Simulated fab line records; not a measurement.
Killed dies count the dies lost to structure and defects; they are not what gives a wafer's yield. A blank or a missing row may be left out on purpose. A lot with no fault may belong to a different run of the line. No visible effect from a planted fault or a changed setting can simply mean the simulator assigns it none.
fab line records    flow nand-harc
record lots=6  wafers=18  last-day=33
route steps=1302 shown A_DECK1_JOINT@539 A_ONON_D2@545 END@1302
lots untouched by any fault: they come from a run of this same line in which no faults occurred
start-h: the number of hours between the record's first day and the start of the first shown wafer of the lot    wait-h: hours from the lot's prior step to this one    " identical to the entry in the row above    L1.1+2: one row covering several wafers at once    - no value present, or no start provided    * or withheld: withheld    < > ~ a bound
route shown NAME@n: names a module that has steps shown in the file, with the first one's number in the route    usual: mean/standard deviation taken from wafers without a fault    same: alike in all rows    chamber/n: place in a boat    sites: each site's reading    _std_site: the standard deviation of these    _edge_site: outer sites' mean less inner sites'    radius-mm: for every site, how far away it sits from the centre of the wafer    mask NAME#n: copy n    behind: tool/chamber where the wafer was last shaped    hold: the reason the lot was held/the length of the hold in hours/how it ended    device: the transistor (n, p or np) that didn't switch    end of line: tests run on the same wafers once the route is complete    a step with no rows: only its recipe    killed: not the wafer's yield, but the dies lost to structure and defects at the first sort    map: a wafer's dies, x killed, . not, _ none there
set.NAME: the setting as run; set.NAME@STEP: as run at that earlier step    model.NAME: the simulator's own value behind a step, which no gauge read
a table for each step, a row for each wafer; lots at some steps of the route
services: when a tool's chamber went out of use (start-h, in hours from the record's first day, below 0 if earlier), for how many hours, and the reason
## steps
# step NHARC_A_DECK1_JOINT_CMP_02
# recipe material=SiOx
# usual motor-current-A=11.6/1.4  slurry-flow-ml-min=150.1/0.47
lot.wafer  tool    chamber  start-h  wait-h  motor-current-A  slurry-flow-ml-min
L222.1     cmp-04  3        295.97   0.4     10.5             150.2
L222.3     "       1        "        "       11.3             150.6
L222.6     "       3        "        "       10.3             150.6
L228.2     cmp-02  2        359.18   0.4     14.3             149.7
L228.1     "       0        "        "       10.5             149.0
L228.3     "       1        "        "       10.5             149.9
L232.2     cmp-02  1        388.89   0.4     10.7             149.4
L232.3     "       2        "        "       13.2             149.8
L232.6     "       3        "        "       14.2             149.9
L233.1     cmp-02  3        408.77   0.4     13.9             149.6
L233.4     "       0        "        "       10.4             149.8
L233.6     "       1        "        "       10.5             149.3
L240.1     cmp-01  1        474.62   0.4     10.3             150.3
L240.2     "       3        "        "       10.2             149.6
L240.6     "       1        "        "       10.1             150.2
L242.4     cmp-02  3        501.57   0.4     13.2             149.9
L242.2     "       1        "        "       10.2             150.6
L242.5     "       3        "        "       13.4             149.4
# step NHARC_A_DECK1_JOINT_SRD_15
# step NHARC_A_DECK1_JOINT_DEP_16
# recipe target-thk-a=450  temp-c=400  pressure-torr=6.5  rf-w=900  teos-flow-sccm=161.4  flow-sccm=2650  target-thk-nm=45  gas=O2  material=SiO2
# usual heater-power-w=557/87  mfc-precursor-sccm=161.4/0.42  susceptor-temp-C=400.00/0.23  throttle-valve-pct=16.4/0.68
lot.wafer  tool      chamber  start-h  wait-h  heater-power-w  mfc-precursor-sccm  since-wet-clean-h  susceptor-temp-C  throttle-valve-pct
L222.1     pecvd-02  1        296.36   0.1     550             161.2               56                 399.82            16.0
L222.3     "         2        "        "       479             162.7               56                 400.10            17.1
L222.6     "         0        "        "       568             160.5               -                  400.04            16.6
L228.3     pecvd-03  2        359.56   0.1     644             161.1               161                399.83            17.5
L228.1     "         0        "        "       670             161.0               161                399.96            16.6
L228.2     "         1        "        "       462             161.4               161                399.67            17.5
L232.2     pecvd-03  0        389.26   0.1     586             161.0               10                 399.92            16.3
L232.3     "         1        "        "       351             161.4               10                 400.30            16.6
L232.6     "         1        "        "       372             161.5               -                  399.98            16.4
L233.1     pecvd-04  0        409.14   0.1     719             161.5               127                400.00            14.8
L233.4     "         0        "        "       717             161.2               -                  399.89            15.1
L233.6     "         1        "        "       465             161.0               -                  399.91            16.5
L240.2     pecvd-04  0        475.01   0.1     652             161.7               12                 399.71            15.4
L240.1     "         1        "        "       469             162.2               12                 400.10            16.0
L240.6     "         2        "        "       572             161.9               -                  399.89            16.9
L242.2     pecvd-04  0        502.02   0.1     620             160.9               39                 399.95            15.6
L242.5     "         2        "        "       574             160.9               -                  400.44            16.7
L242.4     "         1        "        "       469             161.4               -                  400.08            16.2
# step NHARC_A_DECK1_JOINT_THK_MEAS_17
# recipe thk-meas-gauge=ellipsometry
# usual thk-nm=45.1/1.1
lot.wafer  tool           chamber  start-h  wait-h  thk-nm
L222.1     film-metro-01  -        296.61   0.2     43.9
L222.3     "              -        "        "       45.2
L222.6     "              -        "        "       46.0
L228.1     film-metro-01  -        359.84   0.2     44.9
L228.2     "              -        "        "       44.7
L228.3     "              -        "        "       43.6
L232.2     film-metro-02  -        389.51   0.2     45.8
L232.3     "              -        "        "       45.6
L232.6     "              -        "        "       44.1
L233.1     film-metro-01  -        409.39   0.2     44.7
L233.4     "              -        "        "       44.7
L233.6     "              -        "        "       45.5
L240.1     film-metro-02  -        475.29   0.2     46.0
L240.2     "              -        "        "       44.8
L240.6     "              -        "        "       43.5
L242.2     film-metro-02  -        502.27   0.2     44.1
L242.4     "              -        "        "       47.6
L242.5     "              -        "        "       45.3
# step NHARC_A_DECK1_JOINT_INSPECT_05
# usual raw-defect-count=306/110
lot.wafer  tool               chamber  start-h  wait-h  raw-defect-count
L222.1     defect-inspect-02  -        296.65   0.0     555
L222.3     "                  -        "        "       337
L222.6     "                  -        "        "       400
L228.1     defect-inspect-01  -        359.88   0.0     272
L228.2     "                  -        "        "       314
L228.3     "                  -        "        "       336
L232.2     defect-inspect-01  -        389.55   0.0     251
L232.3     "                  -        "        "       172
L232.6     "                  -        "        "       198
L233.1     defect-inspect-01  -        409.43   0.0     194
L233.4     "                  -        "        "       248
L233.6     "                  -        "        "       252
L240.1     defect-inspect-02  -        475.32   0.0     259
L240.2     "                  -        "        "       349
L240.6     "                  -        "        "       302
L242.2     defect-inspect-01  -        502.30   0.0     420
L242.4     "                  -        "        "       341
L242.5     "                  -        "        "       287
# step NHARC_A_ONON_D2_DEP_00
# recipe target-thk-a=10000  n2-flow-sccm=2750  n2o-flow-sccm=2000  nh3-flow-sccm=500  sih4-flow-sccm=210  temp-c=400
# step NHARC_A_ONON_D2_THK_MEAS_02
# recipe thk-meas-gauge=ellipsometry
# usual thk-nm=997/9.6
lot.wafer  tool           chamber  start-h  wait-h  thk-nm
L222.1     film-metro-01  -        297.23   -       1006
L222.3     "              -        "        "       1008
L222.6     "              -        "        "       1008
L228.1     film-metro-02  -        360.45   -       992
L228.2     "              -        "        "       992
L228.3     "              -        "        "       991
L232.2     film-metro-01  -        390.12   -       987
L232.3     "              -        "        "       987
L232.6     "              -        "        "       989
L233.1     film-metro-02  -        410.00   -       991
L233.4     "              -        "        "       993
L233.6     "              -        "        "       991
L240.1     film-metro-01  -        475.90   -       1000
L240.2     "              -        "        "       1000
L240.6     "              -        "        "       1001
L242.2     film-metro-02  -        502.88   -       1001
L242.4     "              -        "        "       1000
L242.5     "              -        "        "       1000
# step NHARC_A_ONON_D2_DEP_03
# recipe target-thk-a=10000  n2-flow-sccm=2750  n2o-flow-sccm=2000  nh3-flow-sccm=500  sih4-flow-sccm=210  temp-c=400
# step NHARC_A_ONON_D2_THK_MEAS_05
# recipe thk-meas-gauge=ellipsometry
# usual thk-nm=999/10
lot.wafer  tool           chamber  start-h  wait-h  thk-nm
L222.1     film-metro-02  -        297.79   -       992
L222.3     "              -        "        "       992
L222.6     "              -        "        "       993
L228.1     film-metro-01  -        361.02   -       1005
L228.2     "              -        "        "       1004
L228.3     "              -        "        "       1006
L232.2     film-metro-01  -        390.69   -       1012
L232.3     "              -        "        "       1011
L232.6     "              -        "        "       1014
L233.1     film-metro-02  -        410.57   -       988
L233.4     "              -        "        "       990
L233.6     "              -        "        "       989
L240.1     film-metro-01  -        476.47   -       1004
L240.2     "              -        "        "       1006
L240.6     "              -        "        "       1005
L242.2     film-metro-02  -        503.45   -       1015
L242.4     "              -        "        "       1015
L242.5     "              -        "        "       1017
# step NHARC_A_ONON_D2_DEP_06
# recipe target-thk-a=10000  n2-flow-sccm=2750  n2o-flow-sccm=2000  nh3-flow-sccm=500  sih4-flow-sccm=210  temp-c=400
# step NHARC_A_ONON_D2_THK_MEAS_08
# recipe thk-meas-gauge=ellipsometry
# usual thk-nm=998/9.8
lot.wafer  tool           chamber  start-h  wait-h  thk-nm
L222.1     film-metro-02  -        298.36   -       1006
L222.3     "              -        "        "       1007
L222.6     "              -        "        "       1006
L228.1     film-metro-01  -        361.57   -       990
L228.2     "              -        "        "       988
L228.3     "              -        "        "       988
L232.2     film-metro-01  -        391.25   -       988
L232.3     "              -        "        "       990
L232.6     "              -        "        "       989
L233.1     film-metro-01  -        411.15   -       1007
L233.4     "              -        "        "       1009
L233.6     "              -        "        "       1010
L240.1     film-metro-02  -        477.03   -       1007
L240.2     "              -        "        "       1006
L240.6     "              -        "        "       1004
L242.2     film-metro-01  -        504.02   -       982
L242.4     "              -        "        "       984
L242.5     "              -        "        "       983
# step NHARC_A_ONON_D2_DEP_09
# recipe target-thk-a=10000  n2-flow-sccm=2750  n2o-flow-sccm=2000  nh3-flow-sccm=500  sih4-flow-sccm=210  temp-c=400
# usual susceptor-temp-C=400.01/0.2
lot.wafer  tool           chamber  start-h  wait-h  susceptor-temp-C
L222.1     pecvd-onon-01  0        298.41   0.1     399.94
L222.3     "              0        "        "       399.53
L222.6     "              0        "        "       400.17
L228.1     pecvd-onon-03  0        361.63   0.1     399.70
L228.2     "              0        "        "       400.07
L228.3     "              0        "        "       400.01
L232.2     pecvd-onon-01  0        391.37   0.1     399.84
L232.3     "              0        "        "       399.91
L232.6     "              0        "        "       399.74
L233.1     pecvd-onon-04  0        411.20   0.1     400.08
L233.4     "              0        "        "       399.87
L233.6     "              0        "        "       400.08
L240.1     pecvd-onon-03  0        477.08   0.1     399.76
L240.2     "              0        "        "       399.84
L240.6     "              0        "        "       399.55
L242.2     pecvd-onon-03  0        504.13   0.1     400.35
L242.4     "              0        "        "       400.13
L242.5     "              0        "        "       399.83
# step NHARC_A_ONON_D2_THK_MEAS_11
# recipe thk-meas-gauge=ellipsometry
# usual thk-nm=999/9.1
lot.wafer  tool           chamber  start-h  wait-h  thk-nm
L222.1     film-metro-02  -        298.92   -       990
L222.3     "              -        "        "       990
L222.6     "              -        "        "       990
L228.1     film-metro-01  -        362.14   -       988
L228.2     "              -        "        "       989
L228.3     "              -        "        "       989
L232.2     film-metro-02  -        391.82   -       1000
L232.3     "              -        "        "       998
L232.6     "              -        "        "       999
L233.1     film-metro-01  -        411.71   -       1010
L233.4     "              -        "        "       1008
L233.6     "              -        "        "       1009
L240.1     film-metro-01  -        477.59   -       1576
L240.2     "              -        "        "       1575
L240.6     "              -        "        "       1574
L242.2     film-metro-01  -        504.59   -       1555
L242.4     "              -        "        "       1556
L242.5     "              -        "        "       1554
# step NHARC_A_ONON_D2_DEP_12
# recipe target-thk-a=10000  n2-flow-sccm=2750  n2o-flow-sccm=2000  nh3-flow-sccm=500  sih4-flow-sccm=210  temp-c=400
# step NHARC_END_SORT_01
# recipe temp-c=25
# usual killed-at-array=54/17  killed-at-other=1.0/1.4  killed-at-periphery=3.6/2.1  killed-dies=58/17  killed-open=3.2/2  killed-short=2.5/1.5
# same gross-dies=677
lot.wafer  tool       chamber  start-h  wait-h  killed-at-array  killed-at-other  killed-at-periphery  killed-dies  killed-open  killed-short
L240.1     prober-02  0        771.70   2.5     673              0                4                    677          3            2
L240.2     prober-02  0        772.49   2.8     674              0                3                    677          4            1
L240.6     prober-02  0        775.67   4.0     670              2                5                    677          7            2
L242.2     prober-01  0        799.80   2.8     675              0                2                    677          4            2
L242.4     prober-01  0        801.38   3.4     675              1                1                    677          2            2
L242.5     prober-01  0        802.16   3.7     670              0                7                    677          8            4
# killed by level:class
L240.1 A_ONON_D2:area-dep=613 A_SLIT:chamber-film-flake=26 A_CHANNEL_HOLE_D2:chamber-film-flake=16 A_CHANNEL_HOLE_D1:chamber-film-flake=6 A_STAIRCASE:chamber-film-flake=4 P_GATE:chamber-film-flake=2 A_SGD_CUT:chamber-film-flake=2 A_CONTACT:chamber-film-flake=2
L240.2 A_ONON_D2:area-dep=608 A_SLIT:chamber-film-flake=21 A_CHANNEL_HOLE_D2:chamber-film-flake=17 A_CHANNEL_HOLE_D1:chamber-film-flake=12 A_STAIRCASE:chamber-film-flake=5 A_ONON_D1:geometric-particle:open=2 A_DECK1_JOINT:geometric-particle:open=2 P_ZERO_WELL:chamber-film-flake=2
L240.6 A_ONON_D2:area-dep=586 A_CHANNEL_HOLE_D2:chamber-film-flake=36 A_SLIT:chamber-film-flake=26 A_CHANNEL_HOLE_D1:chamber-film-flake=10 A_STAIRCASE:chamber-film-flake=5 P_ZERO_WELL:chamber-film-flake=3 A_ONON_D2:geometric-particle:open=2 P_GATE:geometric-particle:open=1
L242.2 A_ONON_D2:area-dep=607 A_SLIT:chamber-film-flake=32 A_CHANNEL_HOLE_D1:chamber-film-flake=19 A_STAIRCASE:chamber-film-flake=5 A_WL_FILL:chamber-film-flake=3 A_CONTACT:chamber-film-flake=3 P_STI:geometric-particle:open=1 P_M0:geometric-particle:open=1
L242.4 A_ONON_D2:area-dep=605 A_SLIT:chamber-film-flake=36 A_CHANNEL_HOLE_D1:chamber-film-flake=16 A_STAIRCASE:chamber-film-flake=6 A_CONTACT:chamber-film-flake=5 A_WL_FILL:chamber-film-flake=3 A_CHANNEL_HOLE_D1:geometric-particle:short=1 A_CHANNEL_FILL_D1:geometric-particle:open=1
L242.5 A_ONON_D2:area-dep=608 A_SLIT:chamber-film-flake=35 A_CHANNEL_HOLE_D1:chamber-film-flake=12 P_M0:geometric-particle:open=3 A_CHANNEL_FILL_D1:chamber-film-flake=3 P_ZERO_WELL:chamber-film-flake=2 A_STAIRCASE:chamber-film-flake=2 P_CONTACT:geometric-particle:open=1
# map L240.1 (x killed, . not)
____________x____________
_________xxxxxxx_________
_______xxxxxxxxxxx_______
______xxxxxxxxxxxxx______
_____xxxxxxxxxxxxxxx_____
____xxxxxxxxxxxxxxxxx____
____xxxxxxxxxxxxxxxxx____
___xxxxxxxxxxxxxxxxxxx___
___xxxxxxxxxxxxxxxxxxx___
__xxxxxxxxxxxxxxxxxxxxx__
__xxxxxxxxxxxxxxxxxxxxx__
_xxxxxxxxxxxxxxxxxxxxxxx_
_xxxxxxxxxxxxxxxxxxxxxxx_
_xxxxxxxxxxxxxxxxxxxxxxx_
_xxxxxxxxxxxxxxxxxxxxxxx_
_xxxxxxxxxxxxxxxxxxxxxxx_
xxxxxxxxxxxxxxxxxxxxxxxxx
xxxxxxxxxxxxxxxxxxxxxxxxx
xxxxxxxxxxxxxxxxxxxxxxxxx
xxxxxxxxxxxxxxxxxxxxxxxxx
xxxxxxxxxxxxxxxxxxxxxxxxx
_xxxxxxxxxxxxxxxxxxxxxxx_
_xxxxxxxxxxxxxxxxxxxxxxx_
_xxxxxxxxxxxxxxxxxxxxxxx_
_xxxxxxxxxxxxxxxxxxxxxxx_
_xxxxxxxxxxxxxxxxxxxxxxx_
__xxxxxxxxxxxxxxxxxxxxx__
__xxxxxxxxxxxxxxxxxxxxx__
___xxxxxxxxxxxxxxxxxxx___
___xxxxxxxxxxxxxxxxxxx___
____xxxxxxxxxxxxxxxxx____
____xxxxxxxxxxxxxxxxx____
_____xxxxxxxxxxxxxxx_____
______xxxxxxxxxxxxx______
_______xxxxxxxxxxx_______
_________xxxxxxx_________
____________x____________
# map L242.2 (x killed, . not)
____________x____________
_________xxxxxxx_________
_______xxxxxxxxxxx_______
______xxxxxxxxxxxxx______
_____xxxxxxxxxxxxxxx_____
____xxxxxxxxxxxxxxxxx____
____xxxxxxxxxxxxxxxxx____
___xxxxxxxxxxxxxxxxxxx___
___xxxxxxxxxxxxxxxxxxx___
__xxxxxxxxxxxxxxxxxxxxx__
__xxxxxxxxxxxxxxxxxxxxx__
_xxxxxxxxxxxxxxxxxxxxxxx_
_xxxxxxxxxxxxxxxxxxxxxxx_
_xxxxxxxxxxxxxxxxxxxxxxx_
_xxxxxxxxxxxxxxxxxxxxxxx_
_xxxxxxxxxxxxxxxxxxxxxxx_
xxxxxxxxxxxxxxxxxxxxxxxxx
xxxxxxxxxxxxxxxxxxxxxxxxx
xxxxxxxxxxxxxxxxxxxxxxxxx
xxxxxxxxxxxxxxxxxxxxxxxxx
xxxxxxxxxxxxxxxxxxxxxxxxx
_xxxxxxxxxxxxxxxxxxxxxxx_
_xxxxxxxxxxxxxxxxxxxxxxx_
_xxxxxxxxxxxxxxxxxxxxxxx_
_xxxxxxxxxxxxxxxxxxxxxxx_
_xxxxxxxxxxxxxxxxxxxxxxx_
__xxxxxxxxxxxxxxxxxxxxx__
__xxxxxxxxxxxxxxxxxxxxx__
___xxxxxxxxxxxxxxxxxxx___
___xxxxxxxxxxxxxxxxxxx___
____xxxxxxxxxxxxxxxxx____
____xxxxxxxxxxxxxxxxx____
_____xxxxxxxxxxxxxxx_____
______xxxxxxxxxxxxx______
_______xxxxxxxxxxx_______
_________xxxxxxx_________
____________x____________
## services
tool           chamber  start-h  hours  kind
cmp-04         -        275.69   1.5    repair
pecvd-03       1        285.71   4.9    repair
cmp-01         -        287.77   4.0    pm
cmp-04         -        307.00   4.0    pm
pecvd-onon-04  -        311.05   13.0   pm
pecvd-03       2        326.94   4.7    repair
cmp-02         -        330.50   4.0    pm
cmp-04         -        358.14   1.1    repair
pecvd-03       -        366.25   13.0   pm
cmp-04         -        368.72   0.4    repair
pecvd-04       2        375.77   12.0   repair
cmp-01         -        385.77   4.0    pm
cmp-04         -        395.01   0.4    repair
pecvd-03       1        402.40   3.5    repair
cmp-04         -        405.00   4.0    pm
pecvd-onon-03  -        408.00   13.0   pm
pecvd-02       -        408.41   13.0   pm
cmp-04         -        409.01   4.3    repair
cmp-01         -        413.61   3.9    repair
cmp-02         -        428.50   4.0    pm
pecvd-03       1        435.61   3.3    repair
pecvd-04       -        450.09   13.0   pm
pecvd-onon-01  -        450.10   13.0   pm
cmp-02         -        465.94   0.4    repair
## key
first-sign step=NHARC_A_ONON_D2_THK_MEAS_11  reading=thk-nm  direction=up  sigmas=62  usual=999  struck=1565
effect step=NHARC_END_SORT_01  reading=killed-dies  direction=up  sigmas=36  usual=58  struck=677
more-kills-born-at NHARC_A_ONON_D2_DEP_09@pecvd-onon-03=3627
met-at NHARC_A_ONON_D2_DEP_09
struck-wafers L240.1,L240.2,L240.6,L242.2,L242.4,L242.5
later-rows-left-out L240.1,L240.2,L240.6,L242.2,L242.4,L242.5
tester-left-out L240,L242
onset-between 361.63 477.08
also-fits time
fault kind=process-parameter-drift  tool=pecvd-onon-03  chamber=-  onset-h=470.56  steps=NHARC_A_ONON_D2_DEP_09  channel=target-thk-a  offset=*  shape=step  end-h=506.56  acts-in=*  stated=*
# tester-left-out: of these lots the tester's yield and bins aren't shown, on N5 and GAA mostly nor the transistor test; their killed dies are dies lost to structure and defects alone, not to doping, threshold or leakage, so they don't give the yield
# later-rows-left-out: the simulator's readings of these wafers behind a module that went badly wrong aren't trusted and aren't shown, but for the sort
